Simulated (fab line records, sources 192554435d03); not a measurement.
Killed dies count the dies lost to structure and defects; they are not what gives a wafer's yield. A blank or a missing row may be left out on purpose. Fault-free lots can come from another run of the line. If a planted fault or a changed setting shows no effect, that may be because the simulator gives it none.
Matching of chambers / flow n5_finfet / cmp-04 running N5_MOL_CONTACT_COAG_CMP_28: 4 sister chambers
The step polishes, stops on SiNx, t overpolish 0.85 s, target thk 14.522 nm. 22 wafers are shown with their chamber, then 11 later ones without.

EACH WAFER AND ITS CHAMBER
wafer=L078.1; chamber=2; motor_current_A (A)=13.3; edge_zone_pressure_frac=1.006; time_to_endpoint_s (s)=8.7
wafer=L078.3; chamber=0; motor_current_A (A)=11.7; edge_zone_pressure_frac=1.002; time_to_endpoint_s (s)=8.6
wafer=L078.5; chamber=1; motor_current_A (A)=12.5; edge_zone_pressure_frac=1.004; time_to_endpoint_s (s)=9.7
wafer=L080.1; chamber=1; motor_current_A (A)=12.0; edge_zone_pressure_frac=0.996; time_to_endpoint_s (s)=6.1
wafer=L080.4; chamber=0; motor_current_A (A)=11.3; edge_zone_pressure_frac=0.996; time_to_endpoint_s (s)=9.7
wafer=L080.6; chamber=3; motor_current_A (A)=13.0; edge_zone_pressure_frac=1.001; time_to_endpoint_s (s)=9.5
wafer=L085.2; chamber=2; motor_current_A (A)=13.4; edge_zone_pressure_frac=0.999; time_to_endpoint_s (s)=4.3
wafer=L085.3; chamber=3; motor_current_A (A)=13.3; edge_zone_pressure_frac=0.991; time_to_endpoint_s (s)=4.0
wafer=L085.4; chamber=1; motor_current_A (A)=12.7; edge_zone_pressure_frac=0.984; time_to_endpoint_s (s)=4.4
wafer=L087.2; chamber=2; motor_current_A (A)=13.2; edge_zone_pressure_frac=0.996; time_to_endpoint_s (s)=6.6
wafer=L087.3; chamber=3; motor_current_A (A)=13.7; edge_zone_pressure_frac=0.996; time_to_endpoint_s (s)=6.7
wafer=L087.6; chamber=3; motor_current_A (A)=12.8; edge_zone_pressure_frac=0.996; time_to_endpoint_s (s)=8.0
wafer=L089.3; chamber=0; motor_current_A (A)=11.3; edge_zone_pressure_frac=1.002; time_to_endpoint_s (s)=7.2
wafer=L089.5; chamber=3; motor_current_A (A)=12.4; edge_zone_pressure_frac=1.009; time_to_endpoint_s (s)=3.5
wafer=L089.6; chamber=2; motor_current_A (A)=13.1; edge_zone_pressure_frac=1.000; time_to_endpoint_s (s)=8.6
wafer=L091.2; chamber=0; motor_current_A (A)=11.8; edge_zone_pressure_frac=1.009; time_to_endpoint_s (s)=6.1
wafer=L091.5; chamber=3; motor_current_A (A)=13.0; edge_zone_pressure_frac=0.998; time_to_endpoint_s (s)=3.8
wafer=L091.6; chamber=2; motor_current_A (A)=13.7; edge_zone_pressure_frac=0.998; time_to_endpoint_s (s)=8.4
wafer=L092.1; chamber=2; motor_current_A (A)=13.0; edge_zone_pressure_frac=1.002; time_to_endpoint_s (s)=4.3
wafer=L092.4; chamber=1; motor_current_A (A)=12.4; edge_zone_pressure_frac=0.996; time_to_endpoint_s (s)=6.0
wafer=L092.6; chamber=1; motor_current_A (A)=12.0; edge_zone_pressure_frac=1.000; time_to_endpoint_s (s)=4.1
wafer=L093.3; chamber=3; motor_current_A (A)=13.4; edge_zone_pressure_frac=1.001; time_to_endpoint_s (s)=5.3

SIGNATURES, as means of the wafers listed above
reading=motor_current_A; chamber 0=11.525; chamber 1=12.320; chamber 2=13.283; chamber 3=13.086; scatter within a chamber=0.333
reading=edge_zone_pressure_frac; chamber 0=1.00225; chamber 1=0.99600; chamber 2=1.00017; chamber 3=0.99886; scatter within a chamber=0.00558
reading=time_to_endpoint_s; chamber 0=7.900; chamber 1=6.060; chamber 2=6.817; chamber 3=5.829; scatter within a chamber=2.13
Rule: for a wafer and a chamber, the distance is found by dividing, reading by reading, the gap between the wafer's reading and the chamber's mean by the reading's scatter, squaring, summing and taking the root. If the next closest chamber is less than 2 further off than the closest, the wafer can't be placed; otherwise it belongs to the closest. The scatter: the root of (the sum of the squares of (reading less its chamber's mean) over the shown wafers, divided by (wafers less chambers)).

WAFERS WITH NO CHAMBER GIVEN
wafer=L093.4; motor_current_A (A)=11.4; edge_zone_pressure_frac=1.006; time_to_endpoint_s (s)=4.9
wafer=L093.6; motor_current_A (A)=12.5; edge_zone_pressure_frac=1.002; time_to_endpoint_s (s)=4.6
wafer=L094.1; motor_current_A (A)=12.3; edge_zone_pressure_frac=1.000; time_to_endpoint_s (s)=4.3
wafer=L094.2; motor_current_A (A)=11.6; edge_zone_pressure_frac=0.993; time_to_endpoint_s (s)=6.1
wafer=L094.6; motor_current_A (A)=12.9; edge_zone_pressure_frac=1.002; time_to_endpoint_s (s)=2.3
wafer=L095.1; motor_current_A (A)=11.7; edge_zone_pressure_frac=1.007; time_to_endpoint_s (s)=5.3
wafer=L095.2; motor_current_A (A)=12.1; edge_zone_pressure_frac=0.995; time_to_endpoint_s (s)=5.6
wafer=L095.4; motor_current_A (A)=11.7; edge_zone_pressure_frac=1.007; time_to_endpoint_s (s)=5.0
wafer=L097.1; motor_current_A (A)=12.3; edge_zone_pressure_frac=1.000; time_to_endpoint_s (s)=2.9
wafer=L097.2; motor_current_A (A)=13.4; edge_zone_pressure_frac=1.001; time_to_endpoint_s (s)=4.3
wafer=L097.5; motor_current_A (A)=13.3; edge_zone_pressure_frac=0.997; time_to_endpoint_s (s)=4.1

CHAMBER TAKEN BY EACH
wafer=L093.4; from the rows above=can't be placed: 0 or 1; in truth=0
wafer=L093.6; from the rows above=can't be placed: 1 or 3 or 2 or 0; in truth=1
wafer=L094.1; from the rows above=can't be placed: 1 or 3 or 0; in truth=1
wafer=L094.2; from the rows above=can't be placed: 0 or 1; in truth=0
wafer=L094.6; from the rows above=can't be placed: 3 or 2 or 1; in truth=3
wafer=L095.1; from the rows above=can't be placed: 0 or 1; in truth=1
wafer=L095.2; from the rows above=can't be placed: 1 or 0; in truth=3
wafer=L095.4; from the rows above=can't be placed: 0 or 1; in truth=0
wafer=L097.1; from the rows above=can't be placed: 1 or 3 or 0 or 2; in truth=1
wafer=L097.2; from the rows above=can't be placed: 2 or 3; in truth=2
wafer=L097.5; from the rows above=can't be placed: 3 or 2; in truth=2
0 of 11 placed correctly. Not placeable from these rows: 11 (in 10, the candidates include the true chamber). Number placed wrongly: 0.
